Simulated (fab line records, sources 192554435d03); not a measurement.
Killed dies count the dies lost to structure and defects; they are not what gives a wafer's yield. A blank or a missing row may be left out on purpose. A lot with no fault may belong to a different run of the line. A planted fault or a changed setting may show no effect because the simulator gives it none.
Split-lot trial :: flow n5_finfet :: 21 wafers read across 7 lots, on a route 1938 steps long

SPLIT DETAILS
At N5_BEOL_M9_EXPOSE_25 (exposes mask V8), the setting dose_mj was moved away from the recipe's 37.25 on 6 of the 21 wafers read, by +4.1% to +7.3%. All remaining wafers had this setting at the recipe value.

FROM THE SPLIT TO THE READING: what the file shows between them, 2 steps
- N5_BEOL_M9_PEB_26: peb time 60 s
- N5_BEOL_M9_DEVELOP_27: develop time 30 s

THE READING
Shown in nm: cd_nm at N5_BEOL_M9_CD_MEAS_28, with target cd 70 nm. Fault-free wafers of this fab line usually give 70.02 nm, standard deviation 0.28 nm.

wafer: L078.2
tool, chamber at the split: euv_scanner-02, 0
dose_mj as run: 37.25
against the recipe: recipe
cd_nm, nm: 69.80
against lot-mates on the recipe: -

wafer: L078.4
tool, chamber at the split: euv_scanner-02, 0
dose_mj as run: 37.25
against the recipe: recipe
cd_nm, nm: 70.07
against lot-mates on the recipe: -

wafer: L078.5
tool, chamber at the split: euv_scanner-02, 0
dose_mj as run: 37.25
against the recipe: recipe
cd_nm, nm: 69.87
against lot-mates on the recipe: -

wafer: L080.1
tool, chamber at the split: euv_scanner-02, 0
dose_mj as run: 37.25
against the recipe: recipe
cd_nm, nm: 69.77
against lot-mates on the recipe: -

wafer: L080.4
tool, chamber at the split: euv_scanner-02, 0
dose_mj as run: 39.98
against the recipe: +7.3%
cd_nm, nm: 70.92
against lot-mates on the recipe: +1.15

wafer: L080.6
tool, chamber at the split: euv_scanner-02, 0
dose_mj as run: 39.98
against the recipe: +7.3%
cd_nm, nm: 71.83
against lot-mates on the recipe: +2.06

wafer: L084.1
tool, chamber at the split: euv_scanner-02, 0
dose_mj as run: 37.25
against the recipe: recipe
cd_nm, nm: 70.00
against lot-mates on the recipe: -

wafer: L084.3
tool, chamber at the split: euv_scanner-02, 0
dose_mj as run: 37.25
against the recipe: recipe
cd_nm, nm: 69.86
against lot-mates on the recipe: -

wafer: L084.4
tool, chamber at the split: euv_scanner-02, 0
dose_mj as run: 37.25
against the recipe: recipe
cd_nm, nm: 70.12
against lot-mates on the recipe: -

wafer: L083.2
tool, chamber at the split: euv_scanner-02, 0
dose_mj as run: 37.25
against the recipe: recipe
cd_nm, nm: 69.78
against lot-mates on the recipe: -

wafer: L083.3
tool, chamber at the split: euv_scanner-02, 0
dose_mj as run: 37.25
against the recipe: recipe
cd_nm, nm: 70.21
against lot-mates on the recipe: -

wafer: L083.6
tool, chamber at the split: euv_scanner-02, 0
dose_mj as run: 39.13
against the recipe: +5.0%
cd_nm, nm: 71.17
against lot-mates on the recipe: +1.17

wafer: L087.3
tool, chamber at the split: euv_scanner-02, 0
dose_mj as run: 37.25
against the recipe: recipe
cd_nm, nm: 70.33
against lot-mates on the recipe: -

wafer: L087.4
tool, chamber at the split: euv_scanner-02, 0
dose_mj as run: 37.25
against the recipe: recipe
cd_nm, nm: 70.08
against lot-mates on the recipe: -

wafer: L087.6
tool, chamber at the split: euv_scanner-02, 0
dose_mj as run: 38.79
against the recipe: +4.1%
cd_nm, nm: 70.80
against lot-mates on the recipe: +0.59

wafer: L095.1
tool, chamber at the split: euv_scanner-01, 0
dose_mj as run: 37.25
against the recipe: recipe
cd_nm, nm: 70.08
against lot-mates on the recipe: -

wafer: L095.3
tool, chamber at the split: euv_scanner-01, 0
dose_mj as run: 39.52
against the recipe: +6.1%
cd_nm, nm: 71.27
against lot-mates on the recipe: +1.19

wafer: L095.6
tool, chamber at the split: euv_scanner-01, 0
dose_mj as run: 39.52
against the recipe: +6.1%
cd_nm, nm: 71.59
against lot-mates on the recipe: +1.51

wafer: L097.4
tool, chamber at the split: euv_scanner-02, 0
dose_mj as run: 37.25
against the recipe: recipe
cd_nm, nm: 70.27
against lot-mates on the recipe: -

wafer: L097.5
tool, chamber at the split: euv_scanner-02, 0
dose_mj as run: 37.25
against the recipe: recipe
cd_nm, nm: 69.63
against lot-mates on the recipe: -

wafer: L097.6
tool, chamber at the split: euv_scanner-02, 0
dose_mj as run: 37.25
against the recipe: recipe
cd_nm, nm: 70.28
against lot-mates on the recipe: -

FIT RESULTS
A straight line over all 21 wafers: cd_nm changes by +0.206 nm for each +1% of dose_mj; r = +0.92; the points scatter about the line by 0.25 nm.
The same after taking each lot's own level away (the mean of its wafers on the recipe; 21 wafers): +0.217 nm for each +1%; r = +0.94; scatter 0.23 nm.
According to that fit, moving dose_mj by its largest amount changes the reading by 1.6 nm.
Measured against the standard deviation above, the lots' own levels, which go from 69.770 to 70.205 nm, span 1.6 times it.
Consequently the slope shifts little with the lot-to-lot level, the two slopes agreeing.
Check: for one of the wafers moved furthest among these (+7.3%), held out of the fit, the line's prediction against its lot-mates is +1.72 nm. Against them it came out at +1.15 nm.

FURTHER SPLITS ON THESE WAFERS
Other splits were also applied to these wafers ahead of the reading. Each is held against what the fit with the lots' levels taken away leaves over:
other split on the same wafers: N5_BEOL_M7_EXPOSE_08 dose_mj
wafers away from the commonest value: 4
r with cd_nm (lot level and that fit taken away): +0.07

other split on the same wafers: N5_BEOL_M8_PECVD_70 temp_c
wafers away from the commonest value: 5
r with cd_nm (lot level and that fit taken away): -0.01

other split on the same wafers: N5_BEOL_M8_DEVELOP_10 develop_time_s
wafers away from the commonest value: 5
r with cd_nm (lot level and that fit taken away): -0.26

other split on the same wafers: N5_BEOL_M9_COAT_22 spin_rpm
wafers away from the commonest value: 6
r with cd_nm (lot level and that fit taken away): -0.28

FILE'S OWN FIT
cd_nm changes by +0.213 nm for each +1% of dose_mj, r = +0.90.
